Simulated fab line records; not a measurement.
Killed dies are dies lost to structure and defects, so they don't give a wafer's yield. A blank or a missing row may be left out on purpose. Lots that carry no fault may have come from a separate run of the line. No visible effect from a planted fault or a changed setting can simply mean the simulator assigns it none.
Which tool was responsible? -- flow n5 finfet -- 14 lots with 42 wafers sampled at 8 steps, on a route of 1938 steps

WHAT THE GAUGES SHOWED, per wafer
N5_BEOL_M2_CD_MEAS_18: pitch 36 nm, target cd 18 nm. Usual: cd nm at 17.9 nm, with a standard deviation of 0.37.
lot,measured,on,cd nm (nm),flag
L317,day 6 17:04,cd sem-03,18.1 17.9 17.9,
L319,day 7 12:15,cd sem-02,17.5 17.6 17.5,
L324,day 8 10:08,cd sem-02,17.0 18.0 17.4,
L326,day 9 17:19,cd sem-03,- - -,OFF
L327,day 9 20:55,cd sem-01,- - -,OFF
L329,day 10 00:26,cd sem-01,18.3 18.7 18.0,
L331,day 10 01:51,cd sem-01,17.5 18.7 17.8,
L328,day 10 02:50,cd sem-03,- - -,OFF
L330,day 10 09:55,cd sem-02,18.6 18.5 18.0,
L333,day 10 17:12,cd sem-03,18.1 18.0 17.3,
L332,day 10 18:01,cd sem-01,18.2 17.8 17.8,
L337,day 11 22:45,cd sem-01,18.2 17.5 18.0,
L338,day 11 22:54,cd sem-01,17.6 17.9 18.2,
L339,day 12 10:59,cd sem-03,18.8 18.0 18.4,

N5_BEOL_M4_RC_MEAS_101. Usual: DIBL_N 36.1 mV/V, standard deviation 1.7; DIBL_P 35.9 mV/V, standard deviation 2.1; IOFF_N 0.154 nA/um, standard deviation 0.029; IOFF_P 0.21 nA/um, standard deviation 0.035; ION_N 673 uA/um, standard deviation 10; ION_P 463 uA/um, standard deviation 7.5; SS_N 71.6 mV/dec, standard deviation 0.59; SS_P 73.2 mV/dec, standard deviation 0.69; VT_N 250.5 mV, standard deviation 2.9; VT_P -250 mV, standard deviation 3.2.
lot,measured,on,DIBL_N (mV/V),DIBL_P (mV/V),IOFF_N (nA/um),IOFF_P (nA/um),ION_N (uA/um),ION_P (uA/um),SS_N (mV/dec),SS_P (mV/dec),VT_N (mV),VT_P (mV),flag
L317,day 8 10:36,prober-02,38.7 37.7 36.0,39.4 37.9 37.8,0.182 0.165 0.146,0.26 0.24 0.23,668 662 661,458 454 462,72.7 72.7 71.7,73.5 73.6 73.2,252.3 253.9 252.5,-247 -247 -249,
L319,day 9 04:24,prober-01,35.0 36.1 37.3,35.2 37.3 37.2,0.160 0.185 0.194,0.23 0.26 0.26,683 693 682,467 474 469,70.9 71.6 71.8,73.1 73.2 73.5,246.9 248.3 245.2,-249 -245 -247,
L324,day 10 08:25,prober-01,38.0 37.1 38.6,38.1 36.7 38.0,0.166 0.147 0.166,0.24 0.21 0.23,675 674 669,465 466 463,71.7 71.3 72.2,73.9 73.9 74.0,249.4 251.3 250.2,-245 -249 -248,
L329,day 11 12:33,prober-01,35.5 38.1 34.7,33.6 36.0 32.0,0.129 0.174 0.118,0.17 0.21 0.15,671 686 653,458 459 445,71.4 71.9 70.9,73.4 73.2 72.0,253.9 246.4 252.6,-256 -250 -253,
L331,day 12 03:58,prober-02,36.9 36.1 37.9,36.6 36.0 37.5,0.160 0.148 0.186,0.22 0.20 0.22,668 674 668,460 460 456,72.4 71.6 72.3,73.3 73.1 72.8,250.9 252.0 248.8,-250 -251 -253,
L330,day 12 04:52,prober-01,35.6 35.3 36.7,35.8 35.4 36.4,0.148 0.140 0.151,0.21 0.20 0.20,668 665 661,462 458 454,71.5 71.5 72.3,73.6 73.0 72.6,250.8 251.8 250.6,-250 -250 -250,
L333,day 12 08:46,prober-02,37.2 34.7 36.0,37.7 34.4 36.1,0.166 0.118 0.152,0.28 0.22 0.25,678 651 671,480 462 471,72.0 71.1 70.3,73.7 72.4 73.1,248.9 253.9 248.7,-243 -247 -244,
L332,day 12 15:35,prober-01,35.5 35.6 34.0,36.0 37.0 34.9,0.133 0.142 0.113,0.21 0.23 0.19,670 665 665,466 469 466,71.0 70.6 71.3,73.6 73.3 72.9,254.2 249.0 253.2,-249 -248 -248,
L337,day 13 14:39,prober-02,34.0 32.3 35.7,33.3 32.1 34.5,0.125 0.120 0.151,0.19 0.19 0.21,672 676 667,465 475 464,71.2 70.9 71.7,71.5 72.4 72.7,253.6 250.4 248.6,-254 -252 -251,
L338,day 13 18:20,prober-02,36.1 36.5 35.0,34.5 35.5 33.4,0.143 0.158 0.135,0.21 0.22 0.19,668 676 677,466 468 474,70.9 71.9 71.2,72.8 72.2 72.3,252.3 247.6 251.1,-247 -249 -250,
L339,day 14 09:39,prober-01,36.1 35.4 36.3,37.7 35.9 37.1,0.164 0.149 0.156,0.21 0.18 0.19,686 672 677,467 458 461,72.1 71.8 71.9,73.4 72.7 72.5,250.2 250.4 249.8,-251 -250 -250,

EACH LOT AND THE TOOL THAT RAN IT (in order: tool; ch and the chambers of the sampled wafers; start)
lot,N5_BEOL_M2_PECVD_72,N5_BEOL_M2_ETCH_63,N5_BEOL_M2_ETCH_64,N5_BEOL_M2_STRIP_66,N5_BEOL_M2_HM_OPEN_17,N5_BEOL_M2_STRIP_19
L317,"pecvd-02 ch 0,1,2, day 6 11:14","rie diel-05 ch 1,2,3, day 6 14:56","rie diel-05 ch 1,2,3, day 6 14:58","rie diel-05 ch 1,2,3, day 6 15:06","rie metal-01 ch 0,1, day 6 16:47","rie diel-04 ch 1,2,3, day 6 16:59"
L319,"pecvd-01 ch 0,1,2, day 7 07:59","rie diel-05 ch 1,2, day 7 11:50","rie diel-05 ch 1,2, day 7 11:52","rie diel-05 ch 1,2, day 7 12:00","rie metal-02 ch 0,1, day 7 12:02","rie diel-04 ch 0,1, day 7 12:11"
L324,"pecvd-01 ch 0,2, day 8 08:08","rie diel-01 ch 0,2,3, day 8 09:44","rie diel-01 ch 0,2,3, day 8 09:46","rie diel-01 ch 0,2,3, day 8 09:54","rie metal-01 ch 0,1, day 8 09:58","rie diel-01 ch 2,3, day 8 10:03"
L326,"pecvd-01 ch 0,2, day 9 13:30","rie diel-05 ch 0,1, day 9 16:56","rie diel-05 ch 0,1, day 9 16:58","rie diel-05 ch 0,1, day 9 17:06","rie metal-02 ch 0,1, day 9 17:10","rie diel-04 ch 0,1,3, day 9 17:15"
L327,"pecvd-02 ch 0,1,2, day 9 17:13","rie diel-04 ch 1,2, day 9 20:22","rie diel-04 ch 1,2, day 9 20:24","rie diel-04 ch 1,2, day 9 20:32","rie metal-02 ch 0,1, day 9 20:36","rie diel-05 ch 1,2,3, day 9 20:50"
L329,"pecvd-02 ch 1,2, day 9 22:21","rie diel-04 ch 0,1,2, day 10 00:02","rie diel-04 ch 0,1,2, day 10 00:03","rie diel-04 ch 0,1,2, day 10 00:11","rie metal-03 ch 0,1, day 10 00:14","rie diel-01 ch 0,1, day 10 00:20"
L331,"pecvd-03 ch 0,1, day 9 23:37","rie diel-04 ch 0,1,3, day 10 01:28","rie diel-04 ch 0,1,3, day 10 01:30","rie diel-04 ch 0,1,3, day 10 01:38","rie metal-03 ch 0,1, day 10 01:40","rie diel-04 ch 0,1,3, day 10 01:47"
L328,"pecvd-01 ch 0,1,2, day 10 01:28","rie diel-05 ch 1,2, day 10 02:27","rie diel-05 ch 1,2, day 10 02:28","rie diel-05 ch 1,2, day 10 02:37","rie metal-02 ch 0,1, day 10 02:41","rie diel-04 ch 1,2, day 10 02:46"
L330,"pecvd-03 ch 0,1, day 10 08:52","rie diel-04 ch 0,1,2, day 10 09:29","rie diel-04 ch 0,1,2, day 10 09:31","rie diel-04 ch 0,1,2, day 10 09:39","rie metal-02 ch 0,1, day 10 09:41","rie diel-01 ch 0,1, day 10 09:50"
L333,"pecvd-02 ch 0,1,2, day 10 15:00","rie diel-01 ch 1,2,3, day 10 16:37","rie diel-01 ch 1,2,3, day 10 16:39","rie diel-01 ch 1,2,3, day 10 16:47","rie metal-01 ch 0,1, day 10 16:51","rie diel-01 ch 1,2, day 10 17:08"
L332,"pecvd-02 ch 0,1, day 10 16:00","rie diel-01 ch 2,3, day 10 17:37","rie diel-01 ch 2,3, day 10 17:39","rie diel-01 ch 2,3, day 10 17:47","rie metal-03 ch 0,1, day 10 17:50","rie diel-01 ch 2,3, day 10 17:57"
L337,"pecvd-03 ch 0,2, day 11 18:40","rie diel-05 ch 0,1,3, day 11 22:17","rie diel-05 ch 0,1,3, day 11 22:19","rie diel-05 ch 0,1,3, day 11 22:26","rie metal-01 ch 1, day 11 22:29","rie diel-01 ch 0,1,3, day 11 22:41"
L338,"pecvd-02 ch 0,1,2, day 11 20:35","rie diel-05 ch 0,1,2, day 11 22:31","rie diel-05 ch 0,1,2, day 11 22:32","rie diel-05 ch 0,1,2, day 11 22:41","rie metal-02 ch 0,1, day 11 22:45","rie diel-05 ch 0,2,3, day 11 22:50"
L339,"pecvd-03 ch 0,2, day 12 07:20","rie diel-04 ch 0,1,2, day 12 10:35","rie diel-04 ch 0,1,2, day 12 10:37","rie diel-04 ch 0,1,2, day 12 10:45","rie metal-01 ch 0,1, day 12 10:48","rie diel-04 ch 0,2,3, day 12 10:55"
- N5_BEOL_M2_PECVD_72: deposits SiO2 from TEOS/O2, target thk 16 nm, time 18 s.
- N5_BEOL_M2_ETCH_63: etches SiARC in CF4, target depth 15.6 nm, time 26 s.
- N5_BEOL_M2_ETCH_64: etches SOC in N2/H2, target depth 75 nm, overetch 22.5 nm, time 121.9 s.
- N5_BEOL_M2_STRIP_66: strips in CF4.
- N5_BEOL_M2_HM_OPEN_17: chemistry Cl2/BCl3, target TiN, target depth 20 nm, overetch 6 nm.
- N5_BEOL_M2_STRIP_19: strips in O2.

WHAT THE TOOLS THEMSELVES READ (means of the sampled wafers that have a number; where no wafer has one, the mark that the record gives instead)
N5_BEOL_M2_PECVD_72. Usual: heater power outer w 427 W, standard deviation 61; heater power w 712 W, standard deviation 79; showerhead plenum p Torr 8.74 Torr, standard deviation 0.046; showerhead vpp V 1273 V, standard deviation 42; throttle valve pct 21.9 %, standard deviation 1.3.
lot,tool,heater power outer w (W),heater power w (W),showerhead plenum p Torr (Torr),showerhead vpp V (V),throttle valve pct (%),flag
L317,pecvd-02,445,727,8.74,1272,21.2,
L319,pecvd-01,406,693,8.73,1277,22.4,
L324,pecvd-01,350,627,8.74,1260,22.9,
L326,pecvd-01,379,690,8.71,1288,21.9,
L327,pecvd-02,412,689,8.75,1260,21.5,
L329,pecvd-02,386,659,8.71,1230,21.5,
L331,pecvd-03,451,748,8.79,1267,22.8,
L328,pecvd-01,405,698,8.72,1268,22.5,
L330,pecvd-03,468,737,8.81,1242,23.9,
L333,pecvd-02,431,707,8.74,1286,21.5,
L332,pecvd-02,475,752,8.77,1310,21.6,
L337,pecvd-03,487,773,8.81,1282,21.8,
L338,pecvd-02,417,682,8.74,1272,21.5,
L339,pecvd-03,467,723,8.81,1269,21.8,

N5_BEOL_M2_ETCH_63. Usual: bias w 36.00 W, standard deviation 0.11; cf4 flow sccm 100.02 sccm, standard deviation 0.28; drypump motor current A 5.8 A, standard deviation 0.46; etch rf on time s 26.3 s, standard deviation 0.56; oes product au 0.65 a.u., standard deviation 0.067; rf vpp V 184.7 V, standard deviation 0.86; showerhead plenum p Torr 2.19 Torr, standard deviation 0.042; throttle valve pct 15.56 %, standard deviation 0.17.
lot,tool,bias w (W),cf4 flow sccm (sccm),drypump motor current A (A),etch rf on time s (s),oes product au (a.u.),rf vpp V (V),showerhead plenum p Torr (Torr),throttle valve pct (%),flag
L317,rie diel-05,35.95,99.91,6.0,26.7,0.61,185.0,2.21,15.59,
L319,rie diel-05,36.03,100.13,6.0,26.8,0.60,184.4,2.21,15.63,
L324,rie diel-01,36.04,100.04,5.7,26.0,0.64,185.4,2.18,15.63,
L326,rie diel-05,-,-,-,-,-,-,-,-,OFF
L327,rie diel-04,-,-,-,-,-,-,-,-,OFF
L329,rie diel-04,36.04,99.92,5.7,26.1,0.71,185.0,2.19,15.46,
L331,rie diel-04,36.02,99.78,5.7,25.6,0.69,184.4,2.16,15.49,
L328,rie diel-05,-,-,-,-,-,-,-,-,OFF
L330,rie diel-04,36.02,99.88,5.8,26.1,0.71,184.1,2.19,15.47,
L333,rie diel-01,35.97,99.99,5.8,26.3,0.73,184.9,2.19,15.40,
L332,rie diel-01,36.08,99.94,5.8,25.8,0.76,184.5,2.17,15.48,
L337,rie diel-05,36.03,99.73,5.9,26.4,0.59,184.2,2.20,15.75,
L338,rie diel-05,36.02,99.99,5.9,26.8,0.59,184.5,2.20,15.65,
L339,rie diel-04,35.96,100.10,5.8,26.0,0.69,184.9,2.19,15.50,

N5_BEOL_M2_ETCH_64. Usual: bias w is 150.1 W with standard deviation 0.45, chamber pressure mTorr is 30.000 mTorr with standard deviation 0.028, drypump motor current A is 5.8 A with standard deviation 0.46, oes product au is 0.58 a.u. with standard deviation 0.056, rf vpp V is 525.7 V with standard deviation 1.7, showerhead plenum p Torr is 2.60 Torr with standard deviation 0.057, and throttle valve pct is 17.74 % with standard deviation 0.22.
lot,tool,bias w (W),chamber pressure mTorr (mTorr),drypump motor current A (A),oes product au (a.u.),rf vpp V (V),showerhead plenum p Torr (Torr),throttle valve pct (%),flag
L317,rie diel-05,150.4,29.986,6.0,0.54,527.1,2.64,17.74,
L319,rie diel-05,150.2,29.997,6.0,0.54,525.9,2.63,17.75,
L324,rie diel-01,150.2,30.002,5.7,0.57,525.1,2.59,17.81,
L326,rie diel-05,150.1,29.991,5.7,0.28,526.1,2.64,17.84,OFF
L327,rie diel-04,150.1,30.060,5.4,0.31,524.2,2.56,17.63,OFF
L329,rie diel-04,150.0,30.001,5.8,0.64,525.7,2.60,17.61,
L331,rie diel-04,150.3,30.005,5.8,0.61,524.2,2.55,17.60,
L328,rie diel-05,150.5,29.985,6.0,0.26,525.9,2.62,17.74,OFF
L330,rie diel-04,150.1,29.999,5.8,0.63,526.1,2.60,17.60,
L333,rie diel-01,150.1,29.994,5.9,0.65,525.7,2.62,17.71,
L332,rie diel-01,150.1,29.996,5.8,0.68,525.0,2.59,17.80,
L337,rie diel-05,149.7,30.022,5.9,0.53,526.0,2.63,17.95,
L338,rie diel-05,150.0,29.959,5.8,0.54,527.1,2.62,17.80,
L339,rie diel-04,150.3,29.989,5.8,0.61,525.0,2.59,17.64,

N5_BEOL_M2_STRIP_66. Usual: drypump motor current A 5.8 A, standard deviation 0.46; oes product au 0.76 a.u., standard deviation 0.073; rf vpp V 272.0 V, standard deviation 1.2; showerhead plenum p Torr 1.83 Torr, standard deviation 0.037; throttle valve pct 13.54 %, standard deviation 0.18.
lot,tool,drypump motor current A (A),oes product au (a.u.),rf vpp V (V),showerhead plenum p Torr (Torr),throttle valve pct (%),flag
L317,rie diel-05,6.0,0.71,273.1,1.85,13.56,
L319,rie diel-05,6.0,0.70,273.0,1.85,13.63,
L324,rie diel-01,5.7,0.74,271.7,1.82,13.61,
L326,rie diel-05,5.7,0.73,272.3,1.86,13.71,
L327,rie diel-04,5.4,0.80,269.9,1.81,13.48,
L329,rie diel-04,5.8,0.82,272.1,1.84,13.43,
L331,rie diel-04,5.8,0.79,271.0,1.81,13.46,
L328,rie diel-05,6.0,0.69,272.3,1.84,13.68,
L330,rie diel-04,5.8,0.82,271.8,1.84,13.43,
L333,rie diel-01,5.9,0.84,271.5,1.83,13.37,
L332,rie diel-01,5.7,0.88,272.7,1.81,13.41,
L337,rie diel-05,5.9,0.69,272.6,1.84,13.77,
L338,rie diel-05,5.8,0.70,272.4,1.84,13.67,
L339,rie diel-04,5.8,0.80,271.9,1.84,13.48,

N5_BEOL_M2_HM_OPEN_17. Usual: drypump motor current A 5.93 A, standard deviation 0.21; oes product au 0.67 a.u., standard deviation 0.088; throttle valve pct 22.02 %, standard deviation 0.14.
lot,tool,drypump motor current A (A),oes product au (a.u.),throttle valve pct (%),flag
L317,rie metal-01,6.05,0.59,22.10,
L319,rie metal-02,5.84,0.69,22.11,
L324,rie metal-01,5.96,0.57,22.11,
L326,rie metal-02,5.83,0.30,22.77,OFF
L327,rie metal-02,5.81,0.30,22.78,OFF
L329,rie metal-03,5.91,0.79,21.96,
L331,rie metal-03,5.84,0.76,21.91,
L328,rie metal-02,5.98,0.28,22.70,OFF
L330,rie metal-02,5.83,0.67,22.12,
L333,rie metal-01,5.94,0.55,22.14,
L332,rie metal-03,5.83,0.75,21.89,
L337,rie metal-01,6.23,0.58,22.15,
L338,rie metal-02,5.98,0.65,22.05,
L339,rie metal-01,6.05,0.67,21.99,

N5_BEOL_M2_STRIP_19. Usual: drypump motor current A 5.7 A, standard deviation 0.55; oes product au 0.81 a.u., standard deviation 0.089; rf vpp V 3.7 V, standard deviation 0.5; showerhead plenum p Torr 2.14 Torr, standard deviation 0.061; throttle valve pct 16.56 %, standard deviation 0.19.
lot,tool,drypump motor current A (A),oes product au (a.u.),rf vpp V (V),showerhead plenum p Torr (Torr),throttle valve pct (%),flag
L317,rie diel-04,5.2,0.88,3.8,2.09,16.54,
L319,rie diel-04,6.0,0.81,3.1,2.14,16.42,
L324,rie diel-01,5.8,0.76,3.9,2.14,16.59,
L326,rie diel-04,5.8,0.82,4.1,2.11,16.51,
L327,rie diel-05,6.0,0.70,4.1,2.18,16.75,
L329,rie diel-01,5.9,0.73,3.2,2.17,16.63,
L331,rie diel-04,5.7,0.81,3.6,2.11,16.50,
L328,rie diel-04,5.2,0.86,3.9,2.12,16.59,
L330,rie diel-01,5.9,0.72,3.7,2.17,16.64,
L333,rie diel-01,6.0,0.90,4.1,2.15,16.26,
L332,rie diel-01,5.8,0.94,4.1,2.13,16.32,
L337,rie diel-01,5.7,0.84,3.4,2.15,16.57,
L338,rie diel-05,5.9,0.71,3.5,2.17,16.76,
L339,rie diel-04,5.5,0.83,3.5,2.11,16.59,

THE ANSWER, worked out from the rows above alone
Rule: a lot counts as off when the mean over its wafers that have a number is more than 3 standard deviations away from the usual mean. Also off: a lot with no number at a reading for which 4 or more lots have one. All remaining lots with rows at the step are treated as sound. First the gauges in route order, then the tools' own readings, where a lot's mean is used as printed above. At the first step where some lot is off, the reading lying furthest off is the one used; lots without a number count as furthest.
Off at N5_BEOL_M2_CD_MEAS_18 (cd nm): L326, L327, L328. Without a number there: L326, L327, L328.
If a tool, at a process step before that reading, ran all the lots that are off and no sound lot after the first of them, it fits. Not tried: the gauges at N5_BEOL_M2_CD_MEAS_18; whatever is off there is also off at N5_BEOL_M2_ETCH_63, on other tools, and gauge error can't account for it. Of those tried, none fits.

WHAT THE SIMULATOR HAD PUT IN
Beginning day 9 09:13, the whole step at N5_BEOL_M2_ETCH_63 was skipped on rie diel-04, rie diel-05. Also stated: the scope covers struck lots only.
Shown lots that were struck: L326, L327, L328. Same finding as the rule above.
